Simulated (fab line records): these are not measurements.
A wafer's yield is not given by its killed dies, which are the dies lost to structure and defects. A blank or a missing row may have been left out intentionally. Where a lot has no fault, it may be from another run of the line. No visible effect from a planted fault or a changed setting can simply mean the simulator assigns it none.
What tool caused it? -- flow nand harc -- 33 wafers from 11 lots sampled at 6 of the route's 1302 steps

WHAT EACH GAUGE READ, for each wafer
NHARC_A_SGD_CUT_INSPECT_25. Usual: raw defect count at 364, with a standard deviation of 96.
lot,measured,on,raw defect count,flag
L716,day 19 23:41,defect inspect-02,335 441 525,
L715,day 19 23:42,defect inspect-02,367 331 388,
L717,day 19 23:41,defect inspect-01,542 448 447,
L718,day 20 14:28,defect inspect-02,375 323 280,
L719,day 21 06:01,defect inspect-02,309 416 334,
L723,day 22 08:46,defect inspect-01,442 565 322,
L722,day 23 09:17,defect inspect-02,329 321 443,
L724,day 23 15:50,defect inspect-02,260 214 219,
L730,day 25 18:12,defect inspect-02,359 333 288,
L733,day 26 13:06,defect inspect-01,297 269 303,
L736,day 27 18:32,defect inspect-02,292 332 379,

NHARC_A_SLIT_CD_MEAS_09: target cd 300 nm. Usual: cd nm at 299.9 nm, with a standard deviation of 0.58.
lot,measured,on,cd nm (nm),flag
L716,day 20 04:36,cd sem-02,299.8 299.8 299.4,
L715,day 20 06:20,cd sem-01,299.3 299.6 300.8,
L717,day 20 04:43,cd sem-03,300.1 300.9 300.8,
L718,day 20 19:23,cd sem-02,299.6 301.4 300.0,
L719,day 21 13:43,cd sem-01,298.8 299.6 299.4,
L723,day 22 15:34,cd sem-02,299.8 299.8 300.6,
L722,day 23 14:13,cd sem-01,300.0 300.6 299.6,
L724,day 23 21:44,cd sem-02,300.4 300.0 300.2,
L730,day 26 00:54,cd sem-03,299.7 299.9 299.9,
L733,day 26 19:54,cd sem-01,284.8 284.2 283.9 284.5 284.3 284.0,OFF
L736,day 28 00:13,cd sem-03,287.2 287.0 287.0 287.3 287.0 287.1,OFF

NHARC_END_SORT_01. Usual: killed at array 55, standard deviation 17; killed at other 1.1, standard deviation 1.6; killed at periphery 3.8, standard deviation 2.5; killed dies 60, standard deviation 18; killed open 3.3, standard deviation 1.9; killed short 2.5, standard deviation 1.7.
lot,measured,on,killed at array,killed at other,killed at periphery,killed dies,killed open,killed short,flag
L716,day 24 21:59,prober-01,67 74 61,0 1 0,10 8 6,77 83 67,7 5 4,1 3 3,
L715,day 25 04:09,prober-01,80 53 49,0 0 0,6 11 4,86 64 53,3 1 5,2 2 1,
L717,day 24 20:28,prober-02,70 84 67,0 0 0,3 3 0,73 87 67,4 5 3,2 2 1,
L718,day 25 13:18,prober-02,55 75 56,0 2 1,4 6 5,59 83 62,0 3 3,3 2 1,
L719,day 26 02:26,prober-01,79 54 63,4 2 3,4 3 1,87 59 67,2 3 5,4 1 1,
L723,day 27 00:29,prober-01,39 36 39,0 0 0,4 2 3,43 38 42,4 3 0,5 1 4,
L722,day 28 11:44,prober-01,92 82 77,0 3 0,2 7 3,94 92 80,2 3 5,0 1 3,
L724,day 28 11:47,prober-02,18 19 15,6 7 4,3 4 4,27 30 23,5 3 3,2 1 1,
L730,day 31 00:41,prober-01,54 52 49,0 0 0,7 2 2,61 54 51,5 1 5,2 2 1,
L733,day 32 21:32,prober-02,39 32 40,2 0 2,1 3 2,42 35 44,9 4 1,2 5 3,
L736,day 33 12:04,prober-01,65 47 62,5 2 4,1 8 5,71 57 71,6 2 1,4 2 0,

WHAT TOOL EACH LOT RAN ON (gives the tool, then ch and the chambers of the sampled wafers, and finally the start)
lot,NHARC_A_SGD_CUT_DESCUM_14,NHARC_A_SGD_CUT_STRIP_28,NHARC_A_SLIT_EXPOSE_06
L716,"rie diel-01 ch 0,1, day 19 15:56","rie diel-01 ch 0,1,3, day 19 23:41 or earlier","arfi scanner-03 ch 0, day 20 04:28"
L715,"rie diel-02 ch 2,3, day 19 16:10","rie diel-02 ch 0,1,2, day 19 23:42 or earlier","arfi scanner-03 ch 0, day 20 06:12"
L717,"rie diel-01 ch 0,1,3, day 19 18:45","rie diel-03 ch 0,1,3, day 19 23:41 or earlier","arfi scanner-03 ch 0, day 20 04:35"
L718,"rie diel-02 ch 1,3, day 20 04:29","rie diel-03 ch 0,3, day 20 14:28 or earlier","arfi scanner-02 ch 0, day 20 19:14"
L719,"rie diel-03 ch 1,3, day 20 23:22","rie diel-02 ch 1,2, day 21 05:55","arfi scanner-02 ch 0, day 21 13:35"
L723,"rie diel-01 ch 2,3, day 22 02:11","rie diel-02 ch 1,2, day 22 08:46 or earlier","arfi scanner-03 ch 0, day 22 15:26"
L722,"rie diel-03 ch 0,1,3, day 23 02:36","rie diel-02 ch 0,2, day 23 09:11","arfi scanner-02 ch 0, day 23 14:05"
L724,"rie diel-01 ch 1,2, day 23 09:13","rie diel-02 ch 0,2,3, day 23 15:50 or earlier","arfi scanner-01 ch 0, day 23 21:36"
L730,"rie diel-01 ch 0,2,3, day 25 11:47","rie diel-02 ch 0,1, day 25 18:12 or earlier","arfi scanner-01 ch 0, day 26 00:46"
L733,"rie diel-01 ch 0,1,3, day 26 06:02","rie diel-01 ch 1,3, day 26 13:06 or earlier","arfi scanner-01 ch 0, day 26 19:46"
L736,"rie diel-02 ch 0,1,3, day 27 11:28","rie diel-01 ch 0,2,3, day 27 18:32 or earlier","arfi scanner-01 ch 0, day 28 00:05"
- NHARC_A_SGD_CUT_DESCUM_14: chemistry O2, time 3 s.
- NHARC_A_SGD_CUT_STRIP_28: strips in O2, time 20 s.
- NHARC_A_SLIT_EXPOSE_06: exposes mask SLIT.

WHAT THE TOOLS THEMSELVES READ (means of the sampled wafers that have a number; where no wafer has one, the mark that the record gives instead)
NHARC_A_SGD_CUT_DESCUM_14. Usual: drypump motor current A 5.7 A, standard deviation 0.45; oes product au 1.002 a.u., standard deviation 0.01; rf vpp V 57.9 V, standard deviation 1; showerhead plenum p Torr 1.93 Torr, standard deviation 0.11; throttle valve pct 11.313 %, standard deviation 0.0089.
lot,tool,drypump motor current A (A),oes product au (a.u.),rf vpp V (V),showerhead plenum p Torr (Torr),throttle valve pct (%),flag
L716,rie diel-01,5.2,1.008,58.0,2.04,11.319,
L715,rie diel-02,5.4,1.006,57.5,1.97,11.318,
L717,rie diel-01,5.4,0.997,57.8,1.95,11.312,
L718,rie diel-02,5.5,1.018,57.0,2.01,11.316,
L719,rie diel-03,5.9,0.996,58.7,2.02,11.307,
L723,rie diel-01,6.2,0.999,58.7,1.95,11.313,
L722,rie diel-03,5.7,0.996,58.3,1.97,11.311,
L724,rie diel-01,6.0,1.012,58.2,2.04,11.309,
L730,rie diel-01,5.7,1.002,58.5,1.94,11.308,
L733,rie diel-01,5.4,1.005,58.4,1.94,11.308,
L736,rie diel-02,5.7,1.004,57.5,1.92,11.312,

NHARC_A_SGD_CUT_STRIP_28. Usual: drypump motor current A 5.6 A, standard deviation 0.45; oes product au 1.004 a.u., standard deviation 0.01; rf vpp V 57.7 V, standard deviation 0.96; showerhead plenum p Torr 3.57 Torr, standard deviation 0.17; throttle valve pct 17.037 %, standard deviation 0.0097.
lot,tool,drypump motor current A (A),oes product au (a.u.),rf vpp V (V),showerhead plenum p Torr (Torr),throttle valve pct (%),flag
L716,rie diel-01,5.4,1.006,58.3,3.59,17.040,
L715,rie diel-02,5.7,1.013,57.0,3.44,17.051,
L717,rie diel-03,5.7,0.997,58.0,3.63,17.038,
L718,rie diel-03,5.3,0.997,57.4,3.60,17.037,
L719,rie diel-02,5.5,1.013,57.2,3.54,17.040,
L723,rie diel-02,5.6,1.001,57.0,3.54,17.036,
L722,rie diel-02,6.0,1.005,57.1,3.34,17.041,
L724,rie diel-02,5.7,1.013,57.8,3.48,17.032,
L730,rie diel-02,5.8,1.004,57.2,3.51,17.042,
L733,rie diel-01,5.6,1.004,57.5,3.61,17.034,
L736,rie diel-01,5.7,1.003,58.5,3.57,17.034,

NHARC_A_SLIT_EXPOSE_06. Usual: exposure dose mJ cm2 at 60.77, with a standard deviation of 0.061.
lot,tool,exposure dose mJ cm2,flag
L716,arfi scanner-03,60.79,
L715,arfi scanner-03,60.73,
L717,arfi scanner-03,60.74,
L718,arfi scanner-02,60.86,
L719,arfi scanner-02,60.78,
L723,arfi scanner-03,60.82,
L722,arfi scanner-02,60.79,
L724,arfi scanner-01,60.72,
L730,arfi scanner-01,60.69,
L733,arfi scanner-01,40.63,OFF
L736,arfi scanner-01,44.61,OFF

THE ANSWER, worked out from the rows above alone
Rule: take the mean of a lot's wafers that have a number; if it is more than 3 standard deviations from the usual mean, the lot is off. A lot without any number at a reading at which 4 lots or more have one is off too. All remaining lots with rows at the step are treated as sound. First the gauges in route order, then the tools' own readings, where a lot's mean is used as printed above. The first step at which some lot is off is used, and at that step the reading that is off furthest; a lot without a number counts as furthest.
Off: L733, L736 (NHARC_A_SLIT_CD_MEAS_09, cd nm).
A tool fits if, at a process step before that reading, it ran every lot that is off, and no sound lot after the first of them. The gauges at NHARC_A_SLIT_CD_MEAS_09 aren't tried: what is off there is off at NHARC_A_SLIT_EXPOSE_06 too, on other tools, and a gauge's error can't cause that. With no start given for some of its lots, NHARC_A_SGD_CUT_STRIP_28 uses the hours and lot order of NHARC_A_SGD_CUT_INSPECT_25. Can't be told from this: 2 tools fit, rie diel-01 at NHARC_A_SGD_CUT_STRIP_28, arfi scanner-01 at NHARC_A_SLIT_EXPOSE_06.

WHAT THE SIMULATOR HAD INSERTED
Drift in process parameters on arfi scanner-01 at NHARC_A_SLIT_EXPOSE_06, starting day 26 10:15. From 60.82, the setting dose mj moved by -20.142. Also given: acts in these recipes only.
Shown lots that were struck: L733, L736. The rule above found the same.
